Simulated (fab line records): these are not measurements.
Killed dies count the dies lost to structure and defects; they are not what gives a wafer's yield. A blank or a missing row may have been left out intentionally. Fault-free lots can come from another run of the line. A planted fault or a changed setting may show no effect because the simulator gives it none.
fab line records -- flow nandHarc -- part 2 of 2: steps 17 to 22 of 22
record lots=5, wafers=15, lastDay=21
route steps=1159 shown A_CHANNEL_HOLE_D1@455
lots untouched by any fault: they come from a run of this same line in which no faults occurred
startH: hours from the record's first day to the start of the lot's first wafer shown -- waitH: how many hours have passed since the lot's step before this one -- " as in the row above -- L1.1+2: a single row standing in for several wafers -- - either no value or no given start -- * or withheld: withheld -- < > ~ a bound
route shown NAME@n: NAME is a module with steps in the file, n the number in the route of the first one -- usual: average and standard deviation across the fault-free wafers -- same: alike in all rows -- chamber/n: place in a boat -- sites: per-site readings -- _std_site: their standard deviation -- _edge_site: outer sites' mean less inner sites' -- radiusMm: how far each site lies from the wafer's centre -- mask NAME#n: copy n -- behind: the last tool/chamber to shape the wafer -- hold: why the lot was held/for how many hours/how that ended -- device: transistor that didn't switch, given as n, p or np -- end of line: the same wafers' tests at the end of the route -- a step without rows: its recipe alone -- killed: the dies lost at the first sort to structure and to defects; this is not the yield of the wafer -- map: per-die view of a wafer (x killed, . not killed, _ where there is no die)
set.NAME: the setting that was run; set.NAME@STEP: the one run at that earlier step -- model.NAME: the simulator's own value behind a step, which no gauge read
lots at some steps of the route; a table a step, a row a wafer
services: when a tool's chamber went out of use (startH, in hours from the record's first day, below 0 if earlier), for how many hours, and the reason
## steps
# step NHARC_A_CHANNEL_HOLE_D1_ETCH_19
# recipe biasV=1200, sourceW=2500, pressureMtorr=15, timeS=34.5, arFlowSccm=375, c4f8FlowSccm=28.8, o2FlowSccm=96.2, tempC=-20, targetDepthA=*, chemistry=C4F8/O2/Ar
# usual drypumpMotorCurrentA=5.96/0.25, o2FlowSccm=96.19/0.28, rfFwdPowerW=2442/9.1, showerheadPlenumPTorr=3.77/0.1, throttleValvePct=37.037/0.0096
lot.wafer,tool,chamber,startH,waitH,drypumpMotorCurrentA,o2FlowSccm,rfFwdPowerW,rfHoursCounterH,showerheadPlenumPTorr,throttleValvePct
L074.2,harEtch-02,0,178.51,0.1,5.68,96.11,2441,101,3.78,37.042
L074.3,harEtch-02,0,178.51,0.1,5.67,95.96,2445,-,3.78,37.033
L074.4,harEtch-02,1,178.51,0.1,6.19,96.36,2442,-,3.93,37.046
L080.1,harEtch-01,0,212.86,0.1,6.24,96.00,2463,202,3.77,37.032
L080.3,harEtch-01,1,212.86,0.1,5.75,95.64,2450,-,3.63,37.030
L080.4,harEtch-01,0,212.86,0.1,6.20,95.40,2460,-,3.77,37.033
L082.2,harEtch-01,0,232.42,2.7,6.30,96.21,2450,212,3.76,37.047
L082.4,harEtch-01,1,232.42,2.7,5.78,96.43,2454,-,3.62,37.032
L082.6,harEtch-01,0,232.42,2.7,6.26,96.13,2439,-,3.76,37.039
L084.1,harEtch-02,1,242.80,0.1,6.15,96.08,2440,126,3.91,37.033
L084.2,harEtch-02,0,242.80,0.1,5.67,96.27,2447,126,3.76,37.043
L084.5,harEtch-02,1,242.80,0.1,6.14,96.16,2436,-,3.91,37.038
L086.2,harEtch-02,1,252.38,0.1,6.22,96.22,2449,133,3.91,37.020
L086.4,harEtch-02,0,252.38,0.1,5.69,96.29,2430,-,3.76,37.038
L086.5,harEtch-02,1,252.38,0.1,6.24,96.38,2440,-,3.91,37.038
# step NHARC_A_CHANNEL_HOLE_D1_ETCH_20
# recipe biasV=3000, sourceW=withheld, pressureMtorr=20, timeS=361.9, arFlowSccm=375, c4f8FlowSccm=89.3, o2FlowSccm=35.7, tempC=-20, targetDepthA=16000, chemistry=C4F8/O2/Ar
# usual drypumpMotorCurrentA=5.97/0.25, o2FlowSccm=35.71/0.11, showerheadPlenumPTorr=3.73/0.096, throttleValvePct=32.156/0.0096
lot.wafer,tool,chamber,startH,waitH,drypumpMotorCurrentA,o2FlowSccm,rfHoursCounterH,showerheadPlenumPTorr,throttleValvePct
L074.2,harEtch-02,0,178.62,0.1,5.71,35.85,101,3.74,32.139
L074.3,harEtch-02,0,178.62,0.1,5.69,35.62,-,3.73,32.158
L074.4,harEtch-02,1,178.62,0.1,6.20,35.83,-,3.88,32.139
L080.1,harEtch-01,0,213.01,0.1,6.23,35.44,202,3.72,32.134
L080.3,harEtch-01,1,213.01,0.1,5.77,35.65,-,3.59,32.155
L080.4,harEtch-01,0,213.01,0.1,6.27,35.75,-,3.72,32.150
L082.2,harEtch-01,0,232.56,0.1,6.29,35.75,212,3.72,32.136
L082.4,harEtch-01,1,232.56,0.1,5.77,35.80,-,3.58,32.166
L082.6,harEtch-01,0,232.56,0.1,6.27,35.71,-,3.72,32.180
L084.1,harEtch-02,1,242.91,0.1,6.14,35.51,126,3.86,32.152
L084.2,harEtch-02,0,242.91,0.1,5.70,35.44,126,3.72,32.146
L084.5,harEtch-02,1,242.91,0.1,6.14,35.64,-,3.86,32.154
L086.2,harEtch-02,1,252.50,0.1,6.17,35.78,133,3.86,32.158
L086.4,harEtch-02,0,252.50,0.1,5.69,35.70,-,3.72,32.155
L086.5,harEtch-02,1,252.50,0.1,6.20,35.83,-,3.86,32.179
# step NHARC_A_CHANNEL_HOLE_D1_ETCH_21
# recipe biasV=3000, sourceW=withheld, pressureMtorr=20, timeS=514.3, arFlowSccm=375, c4f8FlowSccm=89.3, o2FlowSccm=35.7, tempC=-20, targetDepthA=16000, chemistry=C4F8/O2/Ar
# usual drypumpMotorCurrentA=5.97/0.25, o2FlowSccm=35.69/0.1, showerheadPlenumPTorr=3.73/0.096, throttleValvePct=32.154/0.0091
lot.wafer,tool,chamber,startH,waitH,drypumpMotorCurrentA,o2FlowSccm,rfHoursCounterH,showerheadPlenumPTorr,throttleValvePct
L074.2,harEtch-02,0,178.93,0.3,5.71,35.60,102,3.73,32.173
L074.3,harEtch-02,0,178.93,0.3,5.69,35.52,-,3.73,32.154
L074.4,harEtch-02,1,178.93,0.3,6.19,35.57,-,3.88,32.156
L080.1,harEtch-01,0,213.34,0.3,6.26,35.50,203,3.72,32.158
L080.3,harEtch-01,1,213.34,0.3,5.77,35.62,-,3.59,32.160
L080.4,harEtch-01,0,213.34,0.3,6.30,35.61,-,3.72,32.158
L082.2,harEtch-01,0,232.90,0.3,6.27,35.76,212,3.72,32.159
L082.4,harEtch-01,1,232.90,0.3,5.77,35.71,-,3.58,32.151
L082.6,harEtch-01,0,232.90,0.3,6.27,35.66,-,3.72,32.167
L084.1,harEtch-02,1,243.23,0.3,6.20,35.70,126,3.86,32.149
L084.2,harEtch-02,0,243.23,0.3,5.70,35.49,126,3.72,32.152
L084.5,harEtch-02,1,243.23,0.3,6.15,36.01,-,3.86,32.146
L086.2,harEtch-02,1,252.81,0.3,6.17,35.57,133,3.86,32.143
L086.4,harEtch-02,0,252.81,0.3,5.69,35.67,-,3.72,32.157
L086.5,harEtch-02,1,252.81,0.3,6.21,35.71,-,3.86,32.156
# step NHARC_A_CHANNEL_HOLE_D1_ETCH_22
# recipe biasV=3000, sourceW=withheld, pressureMtorr=20, timeS=666.7, arFlowSccm=375, c4f8FlowSccm=89.3, o2FlowSccm=35.7, tempC=-20, targetDepthA=16000, chemistry=C4F8/O2/Ar
# usual drypumpMotorCurrentA=5.97/0.25, o2FlowSccm=35.70/0.1, showerheadPlenumPTorr=3.73/0.096, throttleValvePct=32.155/0.009
lot.wafer,tool,chamber,startH,waitH,drypumpMotorCurrentA,o2FlowSccm,rfHoursCounterH,showerheadPlenumPTorr,throttleValvePct
L074.2,harEtch-02,0,179.38,0.4,5.68,35.68,102,3.73,32.144
L074.3,harEtch-02,0,179.38,0.4,5.67,35.76,-,3.73,32.155
L074.4,harEtch-02,1,179.38,0.4,6.18,35.77,-,3.87,32.157
L080.1,harEtch-01,0,213.81,0.4,6.22,35.60,203,3.72,32.156
L080.3,harEtch-01,1,213.81,0.4,5.76,35.69,-,3.59,32.159
L080.4,harEtch-01,0,213.81,0.4,6.27,35.58,-,3.72,32.151
L082.2,harEtch-01,0,233.36,0.4,6.24,35.69,212,3.72,32.150
L082.4,harEtch-01,1,233.36,0.4,5.73,35.78,-,3.58,32.136
L082.6,harEtch-01,0,233.36,0.4,6.28,35.72,-,3.72,32.170
L084.1,harEtch-02,1,243.67,0.4,6.12,35.76,127,3.86,32.143
L084.2,harEtch-02,0,243.67,0.4,5.67,35.59,127,3.72,32.156
L084.5,harEtch-02,1,243.67,0.4,6.14,35.67,-,3.86,32.150
L086.2,harEtch-02,1,253.24,0.4,6.16,35.83,134,3.86,32.169
L086.4,harEtch-02,0,253.24,0.4,5.71,35.58,-,3.72,32.149
L086.5,harEtch-02,1,253.24,0.4,6.17,35.75,-,3.86,32.167
# step NHARC_A_CHANNEL_HOLE_D1_ETCH_23
# recipe biasV=5000, sourceW=withheld, pressureMtorr=20, timeS=819, arFlowSccm=375, c4f8FlowSccm=89.3, o2FlowSccm=35.7, tempC=-20, targetDepthA=16000, chemistry=C4F8/O2/Ar
# usual drypumpMotorCurrentA=5.96/0.24, o2FlowSccm=35.68/0.1, showerheadPlenumPTorr=3.73/0.096, throttleValvePct=32.154/0.0095
lot.wafer,tool,chamber,startH,waitH,drypumpMotorCurrentA,o2FlowSccm,rfHoursCounterH,showerheadPlenumPTorr,throttleValvePct
L074.2,harEtch-02,0,179.94,0.5,5.70,35.98,103,3.73,32.158
L074.3,harEtch-02,0,179.94,0.5,5.69,35.70,-,3.73,32.168
L074.4,harEtch-02,1,179.94,0.5,6.15,35.82,-,3.87,32.149
L080.1,harEtch-01,0,214.40,0.5,6.22,35.48,204,3.72,32.165
L080.3,harEtch-01,1,214.40,0.5,5.77,35.61,-,3.59,32.154
L080.4,harEtch-01,0,214.40,0.5,6.24,35.58,-,3.72,32.155
L082.2,harEtch-01,0,233.94,0.5,6.27,35.63,213,3.72,32.165
L082.4,harEtch-01,1,233.94,0.5,5.78,35.65,-,3.58,32.135
L082.6,harEtch-01,0,233.94,0.5,6.19,35.75,-,3.72,32.150
L084.1,harEtch-02,1,244.24,0.5,6.14,35.75,127,3.86,32.158
L084.2,harEtch-02,0,244.24,0.5,5.66,35.82,127,3.72,32.149
L084.5,harEtch-02,1,244.24,0.5,6.17,35.73,-,3.86,32.150
L086.2,harEtch-02,1,253.81,0.5,6.16,35.65,134,3.86,32.164
L086.4,harEtch-02,0,253.81,0.5,5.69,35.84,-,3.72,32.138
L086.5,harEtch-02,1,253.81,0.5,6.21,35.40,-,3.86,32.150
# step NHARC_A_CHANNEL_HOLE_D1_ETCH_24
# recipe biasV=5000, sourceW=withheld, pressureMtorr=20, timeS=906.2, arFlowSccm=375, c4f8FlowSccm=93.8, o2FlowSccm=31.2, tempC=-20, targetDepthA=15000, chemistry=C4F8/O2/Ar
# usual drypumpMotorCurrentA=5.97/0.25, o2FlowSccm=31.20/0.1, showerheadPlenumPTorr=3.72/0.096, throttleValvePct=32.235/0.009
lot.wafer,tool,chamber,startH,waitH,drypumpMotorCurrentA,o2FlowSccm,rfHoursCounterH,showerheadPlenumPTorr,throttleValvePct
L074.2,harEtch-02,0,180.63,0.6,5.71,31.21,103,3.73,32.241
L074.3,harEtch-02,0,180.63,0.6,5.71,31.18,-,3.73,32.233
L074.4,harEtch-02,1,180.63,0.6,6.19,31.42,-,3.87,32.220
L080.1,harEtch-01,0,215.11,0.6,6.22,31.20,204,3.72,32.245
L080.3,harEtch-01,1,215.11,0.6,5.77,31.37,-,3.58,32.225
L080.4,harEtch-01,0,215.11,0.6,6.28,31.18,-,3.72,32.241
L082.2,harEtch-01,0,234.65,0.6,6.29,31.28,214,3.71,32.236
L082.4,harEtch-01,1,234.65,0.6,5.80,31.07,-,3.58,32.227
L082.6,harEtch-01,0,234.65,0.6,6.25,31.35,-,3.71,32.240
L084.1,harEtch-02,1,244.92,0.6,6.13,31.24,128,3.86,32.239
L084.2,harEtch-02,0,244.92,0.6,5.73,31.19,128,3.72,32.230
L084.5,harEtch-02,1,244.92,0.6,6.19,31.19,-,3.86,32.226
L086.2,harEtch-02,1,254.50,0.6,6.11,31.20,135,3.85,32.223
L086.4,harEtch-02,0,254.50,0.6,5.70,31.15,-,3.71,32.232
L086.5,harEtch-02,1,254.50,0.6,6.09,31.20,-,3.85,32.223
## services
tool,chamber,startH,hours,kind
rieDiel-05,-,163.62,9.0,pm
rieDiel-11,0,168.50,-,clean
rieDiel-11,1,168.50,-,clean
rieDiel-11,2,168.50,-,clean
rieDiel-11,3,168.50,-,clean
arfiScanner-02,-,169.14,4.1,repair
rieDiel-11,0,174.02,9.4,repair
rieDiel-12,3,183.88,6.7,repair
rieDiel-11,-,189.50,9.0,pm
rieDiel-11,0,189.50,9.0,ventCycle
rieDiel-11,1,189.50,9.0,ventCycle
rieDiel-11,2,189.50,9.0,ventCycle
rieDiel-11,3,189.50,9.0,ventCycle
arfiScanner-01,-,196.00,4.0,pm
rieDiel-11,0,198.50,-,clean
rieDiel-11,1,198.50,-,clean
rieDiel-11,2,198.50,-,clean
rieDiel-11,3,198.50,-,clean
rieDiel-11,2,200.68,1.2,repair
rieDiel-12,-,202.68,9.0,pm
rieDiel-05,1,204.46,4.9,repair
arfiScanner-01,-,206.81,1.2,repair
rieDiel-05,3,221.86,1.8,repair
rieDiel-11,0,223.00,-,clean
